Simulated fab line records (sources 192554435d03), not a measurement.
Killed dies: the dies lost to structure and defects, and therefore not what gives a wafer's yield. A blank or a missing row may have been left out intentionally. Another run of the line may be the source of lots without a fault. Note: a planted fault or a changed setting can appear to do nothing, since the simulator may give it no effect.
Split-lot study	flow n5 finfet	21 wafers read across 7 lots, on a route 1938 steps long

== THE SPLIT ==
At N5_BEOL_M13_ETCH_59 (etches BARC in N2/H2, target depth 89 nm, overetch 26.7 nm, time 67.9 s), the setting time s was moved away from the recipe's 67.9 s on 5 of the 21 wafers read, by -11.0% to +18.4%. For the rest of the wafers, this setting stayed at what the recipe calls for.

The reading is taken at the split's own step.

== THE READING ==
coat_of_BEOL_M13_COAT_04.thk nm (the simulator's own value, which no gauge read), in nm, at N5_BEOL_M13_ETCH_59 (etches BARC in N2/H2, target depth 89 nm, overetch 26.7 nm, time 67.9 s). No usual value for it is given in the file. Across the 16 wafers here that went through the recipe, the average is 318.0 nm and the standard deviation 1.9 nm.

wafer	tool, chamber at the split	time s as run, s	against the recipe	coat_of_BEOL_M13_COAT_04.thk nm, nm	against lot-mates on the recipe
L074.2	rie diel-05, 1	60.41	-11.0%	323.6	+9.0
L074.3	rie diel-05, 0	60.41	-11.0%	325.6	+11.0
L074.6	rie diel-05, 3	67.9	recipe	314.6	-
L081.3	rie diel-05, 2	80.39	+18.4%	304	-17.0
L081.4	rie diel-05, 1	80.39	+18.4%	307	-14.0
L081.6	rie diel-05, 0	67.9	recipe	321	-
L084.1	rie diel-05, 3	67.9	recipe	318	-
L084.3	rie diel-05, 2	77.46	+14.1%	309.6	-8.6
L084.4	rie diel-05, 3	67.9	recipe	318.4	-
L087.1	rie diel-05, 0	67.9	recipe	315.4	-
L087.2	rie diel-05, 3	67.9	recipe	314.2	-
L087.5	rie diel-05, 1	67.9	recipe	316.6	-
L090.2	rie diel-02, 1	67.9	recipe	319.4	-
L090.5	rie diel-02, 1,0	67.9	recipe	317.6	-
L090.6	rie diel-02, 1,0	67.9	recipe	317.6	-
L093.2	rie diel-02, 3	67.9	recipe	319.8	-
L093.3	rie diel-02, 0	67.9	recipe	317.6	-
L093.4	rie diel-02, 2	67.9	recipe	319	-
L091.1	rie diel-05, 2	67.9	recipe	319.4	-
L091.3	rie diel-05, 1	67.9	recipe	318.4	-
L091.6	rie diel-05, 0	67.9	recipe	320.4	-
The file does not say which wafer passed through which chamber wherever a row lists several chambers: such a row stands for several wafers.

FIT RESULTS
A straight line over all 21 wafers: coat_of_BEOL_M13_COAT_04.thk nm changes by -0.644 nm for each +1% of time s; r = -0.93; the points scatter about the line by 1.9 nm.
The same after taking each lot's own level away (the mean of its wafers on the recipe; 21 wafers): -0.82 nm for each +1%; r = -0.98; scatter 1.2 nm.
Per that fit: largest time s move, reading shift of 15 nm.
Across the lots, their own levels run from 314.60 to 321.00 nm, a range of 3.3 times the standard deviation given above.
Thus the slope moves with the lot-to-lot level: the two fits are different.
Check: with one of the wafers moved furthest among these (+18.4%) left out of the fit, the line predicts -13.9 nm for it against its lot-mates. It came out at -17 nm against them.

== OTHER SPLITS APPLIED TO THESE WAFERS ==
Before the reading, these wafers also passed through other splits. Each is held against what the fit with the lots' levels taken away leaves over:
other split on the same wafers	wafers away from the commonest value	r with coat_of_BEOL_M13_COAT_04.thk nm (lot level and that fit taken away)
N5_BEOL_M10_PEB_26 peb time s	7	+0.06
N5_BEOL_M11_PECVD_70 temp c	9	-0.28
N5_BEOL_M11_COAT_59 spin rpm	7	-0.11
N5_BEOL_M12_SPUTTER_44 time s	9	+0.21
N5_BEOL_M13_EXPOSE_07 dose mj	5	-0.22

== FILE'S OWN FIT ==
coat_of_BEOL_M13_COAT_04.thk nm changes by -0.785 nm for each +1% of time s, r = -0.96.
